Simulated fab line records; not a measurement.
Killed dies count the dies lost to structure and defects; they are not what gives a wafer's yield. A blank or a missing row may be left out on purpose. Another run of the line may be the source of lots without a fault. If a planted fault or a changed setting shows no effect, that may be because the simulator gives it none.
Matching of chambers	flow n5Finfet	N5_BEOL_M9_ETCH_76 on rieDiel-06 has 4 sister chambers
The step etches underlayer in N2/H2, target depth 6.5 nm, time 5.2 s. 14 wafers are shown with their chamber, then 7 later ones without.

== WAFERS, EACH WITH ITS CHAMBER ==
wafer	chamber	showerheadPlenumPTorr (Torr)	drypumpMotorCurrentA (A)	oesProductAu (a.u.)
L076.1	1	2.59	5.97	0.74
L076.5	2	2.67	5.96	0.66
L076.6	1	2.58	5.95	0.74
L078.2	3	2.40	5.08	0.60
L078.5	1	2.58	5.95	0.74
L078.6	0	2.57	5.48	0.72
L083.1	0	2.57	5.47	0.71
L083.3	1	2.57	6.01	0.71
L083.5	1	2.58	5.98	0.72
L090.1	0	2.56	5.44	0.71
L090.4	1	2.57	5.96	0.71
L090.5	2	2.66	5.99	0.65
L094.1	2	2.66	5.92	0.64
L094.2	1	2.57	5.98	0.71

SIGNATURES (averages over the wafers above)
reading	chamber 0	chamber 1	chamber 2	chamber 3	scatter within a chamber
showerheadPlenumPTorr	2.5667	2.5771	2.6633	2.4000	0.0069
drypumpMotorCurrentA	5.4633	5.9714	5.9567	5.0800	0.0245
oesProductAu	0.7133	0.7243	0.6500	0.6000	0.0128
Rule: a wafer lies at a distance from a chamber equal to the root of the sum of squares, over the readings, of (its reading less the chamber's mean, divided by the reading's scatter). If the next closest chamber is less than 2 further off than the closest, the wafer can't be placed; otherwise it belongs to the closest. The scatter: take each reading less its chamber's mean, square it, sum over the shown wafers, divide by the number of wafers less the number of chambers, and take the root.

== WAFERS WHOSE CHAMBER IS MISSING ==
wafer	showerheadPlenumPTorr (Torr)	drypumpMotorCurrentA (A)	oesProductAu (a.u.)
L094.4	2.72	5.07	0.81
L096.1	2.71	5.07	0.78
L096.2	2.56	5.48	0.69
L096.3	2.57	6.00	0.69
L097.2	2.57	5.98	0.69
L097.4	2.71	5.07	0.78
L097.6	2.56	5.48	0.69

== EACH ONE'S CHAMBER ==
wafer	from the rows above	in truth
L094.4	0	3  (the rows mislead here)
L096.1	0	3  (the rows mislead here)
L096.2	0	0
L096.3	1	1
L097.2	1	1
L097.4	0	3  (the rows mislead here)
L097.6	0	0
Correctly placed: 4 of 7. Not placeable from these rows: 0. Placed wrongly: 3.
